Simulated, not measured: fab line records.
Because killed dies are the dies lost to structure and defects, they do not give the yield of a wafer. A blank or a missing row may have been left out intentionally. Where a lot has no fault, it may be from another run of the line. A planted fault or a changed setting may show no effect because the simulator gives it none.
Matching of chambers -- flow n5Finfet -- pecvd-01 running N5_BEOL_M7_ILD_DEP_00: 3 sister chambers
The step deposits SiCOH lowk from DEMS/porogen, target thk 179.75 nm, time 33.4 s. 3 wafers are shown with their chamber, then 8 later ones without.

## EACH WAFER AND ITS CHAMBER
wafer,chamber,showerheadVppV (V)
L086.5,2,1399
L086.6,0,1268
L093.2,1,1367

## WAFERS WHOSE CHAMBER IS MISSING
wafer,showerheadVppV (V)
L093.3,1398
L093.4,1394
L096.1,1268
L096.2,1385
L096.4,1262
L097.3,1291
L097.4,1411
L097.5,1265

## WHICH CHAMBER EACH ONE RAN IN
wafer,from the rows above,in truth
L093.3,2,2
L093.4,2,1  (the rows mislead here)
L096.1,0,0
L096.2,can't be placed: 2 or 1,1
L096.4,0,0
L097.3,0,0
L097.4,2,2
L097.5,0,0
Correct placement for 6 of the 8. From these rows, 1 cannot be placed; in 1 the true chamber is one of the candidates. Placed wrongly: 1.
How it was worked out, from the rows above alone: a wafer's distance from a chamber is the root of the sum, over the readings, of the square of ((its reading less the chamber's mean) divided by the reading's scatter). The wafer belongs to the nearest chamber; if the next one is less than 2 further off, it can't be placed. A chamber's mean is the mean of its shown wafers. The scatter: root of mean squared gap, hidden wafer to nearest shown wafer, with one shown wafer a chamber.
